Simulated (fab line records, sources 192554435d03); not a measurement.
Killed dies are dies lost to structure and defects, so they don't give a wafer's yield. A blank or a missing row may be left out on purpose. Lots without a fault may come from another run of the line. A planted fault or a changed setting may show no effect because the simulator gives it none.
Chamber matching | flow n5_finfet | N5_GATE_CUT_STRIP_41 on rie_diel-01: 4 sister chambers
The step strips in CF4. 8 wafers are shown with their chamber, then 11 later ones without.

WAFERS WITH THEIR CHAMBER
wafer  | chamber | drypump_motor_current_A (A) | throttle_valve_pct (%)
L086.5 | 0       | 4.9                         | 13.49
L086.6 | 1       | 5.7                         | 13.48
L088.1 | 0       | 4.9                         | 13.49
L088.2 | 1       | 5.8                         | 13.47
L088.3 | 3       | 5.4                         | 13.63
L088.5 | 2       | 5.0                         | 14.15
L088.6 | 3       | 5.4                         | 13.64
L089.1 | 2       | 5.0                         | 14.14

WAFERS WITHOUT THEIR CHAMBER
wafer  | drypump_motor_current_A (A) | throttle_valve_pct (%)
L089.2 | 5.8                         | 13.50
L089.3 | 5.3                         | 13.64
L089.4 | 4.9                         | 13.49
L089.5 | 5.8                         | 13.48
L089.6 | 4.9                         | 13.48
L093.1 | 5.8                         | 13.51
L093.5 | 5.3                         | 13.67
L093.6 | 5.0                         | 14.16
L096.2 | 5.8                         | 13.51
L096.3 | 4.9                         | 13.51
L096.4 | 5.0                         | 14.16

WHICH CHAMBER EACH WENT THROUGH
wafer  | from the rows above | in truth
L089.2 | 1                   | 1
L089.3 | 3                   | 3
L089.4 | 0                   | 0
L089.5 | 1                   | 1
L089.6 | 0                   | 0
L093.1 | 1                   | 1
L093.5 | 3                   | 3
L093.6 | 2                   | 2
L096.2 | 1                   | 1
L096.3 | 0                   | 0
L096.4 | 2                   | 2
Placed correctly: 11 of 11. Can't be placed from these rows: 0. Placed wrongly: 0.
How it was worked out, from the rows above alone: a wafer's distance from a chamber is the root of the sum, over the readings, of the square of ((its reading less the chamber's mean) divided by the reading's scatter). The wafer belongs to the nearest chamber; if the next one is less than 2 further off, it can't be placed. A chamber's mean is the mean of its shown wafers. The scatter: the root of (the sum of the squares of (reading less its chamber's mean) over the shown wafers, divided by (wafers less chambers)).
